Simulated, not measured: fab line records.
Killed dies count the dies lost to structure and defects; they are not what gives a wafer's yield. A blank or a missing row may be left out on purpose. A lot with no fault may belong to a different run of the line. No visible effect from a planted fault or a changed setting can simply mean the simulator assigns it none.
A lot that was struck, set against a sound lot / flow nandHarc / 15 out of 1302 route steps
Sound: these wafers, L812.1, L812.2, L812.6. The struck wafers were L803.1, L803.3, L803.5. The cause is given at the end.
Order at every step that has rows: each side's tool, ch and its chambers, its first start. Under that, the readings that differ: sound wafers / struck wafers / difference of the means / sigmas: that difference in standard deviations of wafers without a fault.
alike: words and numbers the same on both sides, and readings whose means are apart by under 2 such deviations; not compared: readings that were withheld, readings missing a value for some wafer, numbers with overlapping values and no deviation given by the record, and bounds like >300 which may hide the same value.
The two part at a step that has a row with sigmas, a row that says differs or no value, or rows on one side only. When numbers do not overlap yet have no deviation, they are printed without sigmas and do not part them. A reading missing from all wafers of one side parts the sides only when that side holds two or more wafers.

first, 1 step without rows for these wafers: NHARC_P_ZERO_WELL_HARDBAKE_53 (time 80 s).
NHARC_P_ZERO_WELL_DESCUM_54: chemistry O2, time 3 s.
  sound on rieDiel-04 ch 0,1,2, day 10 00:06; struck on rieDiel-08 ch 0,2, day 6 05:38
  alike: drypumpMotorCurrentA, oesProductAu, rfVppV, showerheadPlenumPTorr, throttleValvePct
  not compared: rfHoursCounterH
then, 5 steps without rows for these wafers: NHARC_P_ZERO_WELL_IMPLANT_55; NHARC_P_ZERO_WELL_IMPLANT_61; NHARC_P_ZERO_WELL_STRIP_56 (strips in SPM, time 840 s); NHARC_P_ZERO_WELL_PRECLEAN_68 (cleans in SC1, time 60 s); NHARC_P_ZERO_WELL_SRD_69.
NHARC_P_ZERO_WELL_RTA_42: time 300 s.
  sound on rtpAnneal-01 ch 0, day 10 01:05; struck on rtpAnneal-02 ch 0, day 6 06:39
reading=lampPowerPct (%); sound=36 36 36; struck=44 44 44; difference=+8; sigmas=+2
reading=lamp_zone_6_pct (%); sound=36 36 36; struck=44 44 44; difference=+8; sigmas=+2
reading=lamp_zone_7_pct (%); sound=36 36 36; struck=44 44 44; difference=+8; sigmas=+2
  alike: wafer_temp_C_max
NHARC_P_ZERO_WELL_INSPECT_43:
  sound on defectInspect-01 at day 10 01:45; struck on defectInspect-02 at day 6 07:19
  alike: rawDefectCount
then, 3 steps without rows for these wafers: NHARC_P_STI_ETCH_26 (etches SiO2 in dHF, target depth 11 nm); NHARC_P_STI_PRECLEAN_27 (cleans in SC1); NHARC_P_STI_SRD_28.
NHARC_P_STI_OXIDE_29: material SiO2, target thk 10 nm, ox time 1362 s.
  sound on furnace-08 ch 0, day 10 08:50; struck on furnace-01 ch 0, day 6 17:34
reading=spikeTcLowerC (C); sound=898.1 897.4 897.6; struck=900.2 900.4 901.6; difference=+3.0; sigmas=+3
reading=zonePowerTopPct (%); sound=34.6 34.5 34.4; struck=32.3 33.5 32.5; difference=-1.7; sigmas=-3
then, 2 steps without rows for these wafers: NHARC_P_STI_HM_DEP_30 (deposits Si3N4, target thk 80 nm, time 873 s); NHARC_END_SORT_01.

WHERE THEY PART
First at NHARC_P_ZERO_WELL_RTA_42; last, within this record, at NHARC_P_STI_OXIDE_29.

WHY: what had been put in by the simulator
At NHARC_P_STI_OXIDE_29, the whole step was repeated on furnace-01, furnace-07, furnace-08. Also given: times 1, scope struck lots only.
